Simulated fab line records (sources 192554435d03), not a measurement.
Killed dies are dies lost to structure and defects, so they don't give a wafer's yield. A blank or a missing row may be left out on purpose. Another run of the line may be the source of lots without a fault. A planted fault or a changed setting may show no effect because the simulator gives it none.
A struck lot beside a sound one -- flow n5-finfet -- 23 steps out of a route of 1938
Sound: the wafers L425.2, L425.3, L425.4. Wafers L413.2, L413.3, L413.4 were the ones struck. The cause is named last.
Order at every step that has rows: each side's tool, ch and its chambers, its first start. Under that, the readings that differ: sound wafers -- struck wafers -- difference of the means -- sigmas: that difference in standard deviations of wafers without a fault.
alike: same words and numbers on both sides, and readings whose means sit less than 2 such deviations apart. not compared: any withheld reading, any reading some wafer has no value for, any bound like >300 that may hide the same value, and any number with overlapping values for which the record gives no deviation.
A row with sigmas, a row that says differs or no value, or rows on one side alone: a step with any of these is where the two part. Non-overlapping numbers with no deviation appear without sigmas and do not part them. A reading that every wafer of one side lacks parts them only if that side has two wafers or more.

first, 9 steps without rows for these wafers: N5_BEOL_M11_EBR_07; N5_BEOL_M11_SOFTBAKE_06 (time 60 s); N5_BEOL_M11_EXPOSE_08 (exposes mask M11); N5_BEOL_M11_PEB_09 (peb time 60 s); N5_BEOL_M11_DEVELOP_10 (develop time 30 s); N5_BEOL_M11_DESCUM_16 (chemistry O2, time 7.9 s); N5_BEOL_M11_ETCH_61 (etches SiARC in CF4, target depth 39 nm, time 65 s); N5_BEOL_M11_ETCH_62 (etches SOC in N2/H2, target depth 110 nm, overetch 22 nm, time 165 s); N5_BEOL_M11_STRIP_68 (strips in N2/H2).
N5_BEOL_M11_STRIP_67: strips in CF4.
  sound on rie-diel-05 ch 0,1,3, day 17 19:25; struck on rie-diel-05 ch 0,2, day 14 09:41
  alike: drypump-motor-current-A, oes-product-au, rf-vpp-V, showerhead-plenum-p-Torr, throttle-valve-pct
  not compared: rf-hours-counter-h
then, 10 steps without rows for these wafers: N5_BEOL_M11_HM_OPEN_17 (chemistry Cl2/BCl3, target TiN, target depth 20 nm, overetch 6 nm); N5_BEOL_M11_STRIP_19 (strips in O2); N5_BEOL_M11_COAT_63 (time 60 s, resist thk 100 nm); N5_BEOL_M11_COAT_64 (time 60 s, resist thk 30 nm); N5_BEOL_M11_COAT_22 (resist thk 90 nm); N5_BEOL_M11_EBR_24; N5_BEOL_M11_SOFTBAKE_23 (time 60 s); N5_BEOL_M11_EXPOSE_25 (exposes mask V10); N5_BEOL_M11_PEB_26 (peb time 60 s); N5_BEOL_M11_DEVELOP_27 (develop time 30 s).
N5_BEOL_M11_INSPECT_30: inspects for defects (brightfield).
  sound: defect-inspect-02 at day 17 21:39; struck: defect-inspect-02 at day 14 10:19
reading,sound,struck,difference,sigmas
raw-defect-count,436 391 309,678 562 721,+275,+3
then, 1 step without rows for these wafers: N5_BEOL_M11_DESCUM_33 (chemistry O2, time 7.9 s).
N5_PASSIVATION_PROBE_49:
  only the struck wafers here have rows in the record (prober-01, day 16 06:53); the sound ones have none

== WHERE THEY PART ==
At N5_BEOL_M11_INSPECT_30 first; at N5_PASSIVATION_PROBE_49 last (within this record only).

WHY: what had been put in by the simulator
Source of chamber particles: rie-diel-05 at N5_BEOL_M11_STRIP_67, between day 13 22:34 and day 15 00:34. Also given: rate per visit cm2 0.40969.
